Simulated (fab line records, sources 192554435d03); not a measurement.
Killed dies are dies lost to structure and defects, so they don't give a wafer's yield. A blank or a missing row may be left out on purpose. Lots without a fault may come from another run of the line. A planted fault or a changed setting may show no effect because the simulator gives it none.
Which tool did it? | flow n5_finfet | 10 lots, 30 wafers sampled, at 5 steps of a route of 1938

WHAT THE GAUGES READ, wafer by wafer
N5_GATE_CUT_OVL_MEAS_14. Usual: GATE_CUT_OVL -0.1 nm, standard deviation 0.63.
lot  | measured     | on         | GATE_CUT_OVL (nm) | flag
L766 | day 4 15:40  | overlay-01 | -1.0 0.2 -0.7     |
L770 | day 5 17:11  | overlay-02 | -1.5 0.1 -0.2     |
L772 | day 6 06:41  | overlay-01 | -0.2 -1.2 0.5     |
L775 | day 7 00:42  | overlay-02 | -1.5 -0.9 -0.7    |
L777 | day 7 14:37  | overlay-01 | 0.5 0.5 0.3       |
L778 | day 7 16:36  | overlay-02 | -0.3 -0.4 -0.9    |
L779 | day 8 00:02  | overlay-01 | -0.2 -0.7 0.4     |
L784 | day 9 04:32  | overlay-02 | -0.7 -0.7 0.4     |
L785 | day 9 11:17  | overlay-01 | -0.3 0.5 0.1      |
L788 | day 10 04:12 | overlay-01 | 0.4 0.6 0.5       |

N5_GATE_CUT_INSPECT_15: inspects for defects (brightfield). Usual: raw_defect_count 122, standard deviation 36.
lot  | measured     | on                | raw_defect_count | flag
L766 | day 4 15:43  | defect_inspect-02 | 93 114 130       |
L770 | day 5 17:15  | defect_inspect-02 | 100 85 105       |
L772 | day 6 06:44  | defect_inspect-01 | 127 151 117      |
L775 | day 7 00:46  | defect_inspect-02 | 188 89 118       |
L777 | day 7 14:40  | defect_inspect-01 | 101 128 113      |
L778 | day 7 16:39  | defect_inspect-01 | 60 156 112       |
L779 | day 8 00:05  | defect_inspect-01 | 131 166 108      |
L784 | day 9 04:35  | defect_inspect-02 | 94 147 98        |
L785 | day 9 11:22  | defect_inspect-02 | 73 50 98         |
L788 | day 10 04:16 | defect_inspect-01 | 193 170 203      |

N5_BEOL_M4_RC_MEAS_101. Usual: DIBL_N 36.5 mV/V, standard deviation 1.4; DIBL_P 36.9 mV/V, standard deviation 1.7; IOFF_N 0.163 nA/um, standard deviation 0.023; IOFF_P 0.22 nA/um, standard deviation 0.032; ION_N 673 uA/um, standard deviation 9; ION_P 462 uA/um, standard deviation 7.5; SS_N 71.6 mV/dec, standard deviation 0.54; SS_P 73.4 mV/dec, standard deviation 0.62; VT_N 249.8 mV, standard deviation 2.8; VT_P -250 mV, standard deviation 3.5.
lot  | measured     | on        | DIBL_N (mV/V)  | DIBL_P (mV/V)  | IOFF_N (nA/um)    | IOFF_P (nA/um) | ION_N (uA/um) | ION_P (uA/um) | SS_N (mV/dec)  | SS_P (mV/dec)  | VT_N (mV)         | VT_P (mV)      | flag
L766 | day 7 23:18  | prober-01 | 35.0 37.3 36.1 | 35.9 38.7 37.2 | 0.143 0.184 0.163 | 0.21 0.26 0.23 | 657 680 663   | 457 468 460   | 71.2 71.9 72.0 | 73.6 74.2 73.8 | 253.3 247.2 250.5 | -248 -245 -249 |
L770 | day 9 18:32  | prober-02 | 37.1 38.0 38.9 | 37.7 39.2 40.3 | 0.158 0.177 0.197 | 0.21 0.23 0.26 | 673 682 686   | 458 465 460   | 71.7 71.6 72.0 | 73.4 73.7 74.4 | 250.3 247.7 247.2 | -253 -250 -249 |
L772 | day 9 18:59  | prober-01 | 36.0 37.8 37.8 | 35.8 37.9 37.7 | 0.153 0.184 0.179 | 0.19 0.22 0.21 | 673 667 684   | 455 450 457   | 72.0 72.8 72.0 | 73.9 73.8 73.6 | 249.3 247.4 245.8 | -253 -251 -253 |
L775 | day 10 17:21 | prober-02 | 36.8 34.4 36.3 | 36.6 33.9 36.0 | 0.161 0.132 0.153 | 0.23 0.19 0.23 | 678 672 672   | 466 465 460   | 71.1 70.5 71.6 | 73.2 72.3 73.4 | 252.8 252.3 251.1 | -248 -247 -249 |
L777 | day 11 05:37 | prober-02 | 37.6 35.4 36.4 | 38.3 34.8 36.9 | 0.190 0.134 0.165 | 0.26 0.19 0.23 | 675 655 686   | 466 447 467   | 71.9 70.7 71.2 | 73.5 72.7 73.6 | 247.7 255.9 248.5 | -248 -253 -251 |
L778 | day 11 10:47 | prober-02 | 37.1 38.6 38.2 | 35.0 37.5 36.8 | 0.147 0.184 0.174 | 0.18 0.22 0.20 | 663 675 683   | 447 455 454   | 71.5 71.8 71.9 | 73.0 74.8 73.5 | 250.5 249.4 248.8 | -255 -252 -253 |
L779 | day 11 18:47 | prober-02 | 36.8 38.4 37.9 | 37.7 39.3 38.4 | 0.165 0.190 0.181 | 0.23 0.27 0.25 | 676 678 676   | 463 470 468   | 71.1 71.7 71.4 | 74.2 73.5 73.5 | 250.1 249.8 249.2 | -249 -246 -249 |
L784 | day 12 13:56 | prober-01 | 33.6 35.3 33.0 | 35.0 36.8 34.3 | 0.123 0.146 0.114 | 0.19 0.21 0.18 | 658 678 657   | 461 464 461   | 70.9 71.4 71.1 | 72.6 73.4 73.1 | 255.1 253.1 255.0 | -251 -252 -256 |
L785 | day 12 18:17 | prober-02 | 37.8 35.1 34.4 | 39.6 36.1 35.9 | 0.191 0.142 0.128 | 0.22 0.17 0.17 | 679 671 656   | 457 448 454   | 71.9 71.0 70.8 | 74.2 73.7 73.8 | 247.5 251.1 255.7 | -252 -258 -254 |
L788 | day 13 15:49 | prober-02 | 37.3 38.3 37.7 | 36.0 37.0 35.6 | 0.184 0.213 0.183 | 0.25 0.29 0.25 | 675 673 673   | 464 460 462   | 71.8 71.7 72.7 | 73.7 74.9 74.1 | 246.7 245.4 249.9 | -246 -246 -247 |

WHICH TOOL RAN EACH LOT (tool, then ch and the chambers of the sampled wafers, then the start)
lot  | N5_GATE_CUT_CUT_ETCH_53           | N5_GATE_CUT_STRIP_21
L766 | rie_metal-03 ch 0, day 4 16:08    | plasma_asher-02 ch 0,1, day 4 16:26
L770 | rie_metal-02 ch 0,1, day 5 17:51  | plasma_asher-02 ch 0,1, day 5 18:08
L772 | rie_metal-02 ch 0,1, day 6 07:11  | plasma_asher-01 ch 0,1, day 6 07:29
L775 | rie_metal-02 ch 0,1, day 7 01:17  | plasma_asher-02 ch 0,1, day 7 01:35
L777 | rie_metal-01 ch 0,1, day 7 15:07  | plasma_asher-02 ch 0,1, day 7 15:24
L778 | rie_metal-02 ch 0,1, day 7 17:20  | plasma_asher-02 ch 1, day 7 17:37
L779 | rie_metal-02 ch 1, day 8 00:38    | plasma_asher-02 ch 0,1, day 8 00:55
L784 | rie_metal-03 ch 0,1, day 9 05:01  | plasma_asher-02 ch 0,1, day 9 05:19
L785 | rie_metal-01 ch 0,1, day 9 11:47  | plasma_asher-01 ch 0,1, day 9 12:04
L788 | rie_metal-01 ch 0,1, day 10 04:41 | plasma_asher-02 ch 0,1, day 10 04:58
- N5_GATE_CUT_CUT_ETCH_53: etches W in SF6/Cl2, target depth 79.2 nm.
- N5_GATE_CUT_STRIP_21: strips in N2/H2, time 30 s.

WHAT THE TOOLS THEMSELVES READ (means of the sampled wafers that have a number; where no wafer has one, the mark that the record gives instead)
N5_GATE_CUT_CUT_ETCH_53. Usual: drypump_motor_current_A 5.6 A, standard deviation 0.44; etch_rf_on_time_s 26.1 s, standard deviation 0.36; oes_product_au 0.73 a.u., standard deviation 0.09; rf_fwd_power_W 877.7 W, standard deviation 2.6; throttle_valve_pct 29.04 %, standard deviation 0.26.
lot  | tool         | drypump_motor_current_A (A) | etch_rf_on_time_s (s) | oes_product_au (a.u.) | rf_fwd_power_W (W) | throttle_valve_pct (%) | flag
L766 | rie_metal-03 | 5.5                         | 25.4                  | 0.71                  | 879.1              | 29.05                  |
L770 | rie_metal-02 | 5.6                         | 26.2                  | 0.80                  | 875.8              | 28.73                  |
L772 | rie_metal-02 | 5.5                         | 26.3                  | 0.79                  | 879.2              | 28.72                  |
L775 | rie_metal-02 | 5.9                         | 33.2                  | 0.68                  | 665.4              | 28.70                  | OFF
L777 | rie_metal-01 | 5.6                         | 26.1                  | 0.72                  | 878.4              | 29.19                  |
L778 | rie_metal-02 | 5.9                         | 33.3                  | 0.67                  | 664.8              | 28.70                  | OFF
L779 | rie_metal-02 | 6.3                         | 33.9                  | 0.66                  | 664.9              | 28.67                  | OFF
L784 | rie_metal-03 | 5.8                         | 25.8                  | 0.74                  | 876.6              | 29.28                  |
L785 | rie_metal-01 | 5.6                         | 26.4                  | 0.70                  | 878.2              | 29.18                  |
L788 | rie_metal-01 | 5.4                         | 26.4                  | 0.76                  | 875.1              | 29.24                  |

N5_GATE_CUT_STRIP_21. Usual: drypump_motor_current_A 5.57 A, standard deviation 0.18; heater_power_w 346 W, standard deviation 25.
lot  | tool            | drypump_motor_current_A (A) | heater_power_w (W) | flag
L766 | plasma_asher-02 | 5.62                        | 341                |
L770 | plasma_asher-02 | 5.49                        | 334                |
L772 | plasma_asher-01 | 5.52                        | 342                |
L775 | plasma_asher-02 | 5.63                        | 334                |
L777 | plasma_asher-02 | 5.49                        | 344                |
L778 | plasma_asher-02 | 5.74                        | 329                |
L779 | plasma_asher-02 | 5.61                        | 341                |
L784 | plasma_asher-02 | 5.49                        | 348                |
L785 | plasma_asher-01 | 5.63                        | 369                |
L788 | plasma_asher-02 | 5.63                        | 337                |

THE ANSWER, worked out from the rows above alone
Rule: a lot is off if the mean of its wafers that have a number lies more than 3 standard deviations from the usual mean. A lot without any number at a reading at which 4 lots or more have one is off too. The other lots that the step has rows for count as sound. The gauges are gone through in route order, then the tools' own readings, and for those a lot's mean is taken as printed above. The first step at which some lot is off is used, and at that step the reading that is off furthest; a lot without a number counts as furthest.
Off: L775, L778, L779, at N5_GATE_CUT_CUT_ETCH_53 (rf_fwd_power_W).
A tool fits if, at that step or a process step before it, it ran every lot that is off, and no sound lot after the first of them. One fits: rie_metal-02 at N5_GATE_CUT_CUT_ETCH_53. Its last sound lot is L772 (day 6 07:11), its first lot that is off L775 (day 7 01:17): a fault that began between those two fits.
The tool's own readings at N5_GATE_CUT_CUT_ETCH_53 bear it out: on the lots that are off they differ by more than 5 times the standard deviation of the sound lots' means. etch_rf_on_time_s reads 33.5 s there against 26.1 s on the sound lots; rf_fwd_power_W reads 665.0 W there against 877.5 W on the sound lots.

WHAT THE SIMULATOR HAD PUT IN
Process parameter drift: rie_metal-02, from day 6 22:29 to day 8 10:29, at N5_GATE_CUT_CUT_ETCH_53. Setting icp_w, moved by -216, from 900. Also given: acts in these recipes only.
Lots struck among those shown: L775, L778, L779. The rule above found the same.
